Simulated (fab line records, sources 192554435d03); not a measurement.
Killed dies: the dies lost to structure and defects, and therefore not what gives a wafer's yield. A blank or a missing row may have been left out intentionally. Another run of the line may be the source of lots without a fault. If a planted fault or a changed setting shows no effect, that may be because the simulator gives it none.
Chamber matching | flow n5-finfet | N5_BEOL_M1_CO_CAP_55 on cvd-co-01: 3 sister chambers
The step material Co, precursor CCTBA/H2, target thk 2 nm, time 102.1 s. 6 wafers are shown with their chamber, then 12 later ones without.

## WAFERS WITH THEIR CHAMBER
wafer  | chamber | heater-power-w (W)
L081.2 | 1       | 265
L082.4 | 1       | 260
L086.3 | 0       | 251
L088.1 | 2       | 187
L088.3 | 0       | 260
L088.4 | 2       | 188

## WAFERS WITH NO CHAMBER GIVEN
wafer  | heater-power-w (W)
L094.1 | 186
L094.5 | 257
L094.6 | 258
L096.1 | 270
L096.2 | 255
L096.3 | 187
L096.4 | 188
L096.5 | 264
L096.6 | 261
L097.3 | 266
L097.5 | 265
L097.6 | 260

## WHICH CHAMBER EACH ONE RAN IN
wafer  | from the rows above     | in truth
L094.1 | 2                       | 2
L094.5 | can't be placed: 0 or 1 | 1
L094.6 | can't be placed: 0 or 1 | 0
L096.1 | can't be placed: 1 or 0 | 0
L096.2 | can't be placed: 0 or 1 | 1
L096.3 | 2                       | 2
L096.4 | 2                       | 2
L096.5 | can't be placed: 1 or 0 | 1
L096.6 | can't be placed: 1 or 0 | 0
L097.3 | can't be placed: 1 or 0 | 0
L097.5 | can't be placed: 1 or 0 | 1
L097.6 | can't be placed: 1 or 0 | 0
Placed correctly: 3 of 12. Can't be placed from these rows: 9 (the true chamber is among the candidates in 9). 0 placed wrongly.
How it was worked out, from the rows above alone: a wafer's distance from a chamber is the root of the sum, over the readings, of the square of ((its reading less the chamber's mean) divided by the reading's scatter). If the next closest chamber is less than 2 further off than the closest, the wafer can't be placed; otherwise it belongs to the closest. A chamber's mean is the mean of its shown wafers. The scatter: take each reading less its chamber's mean, square it, sum over the shown wafers, divide by the number of wafers less the number of chambers, and take the root.
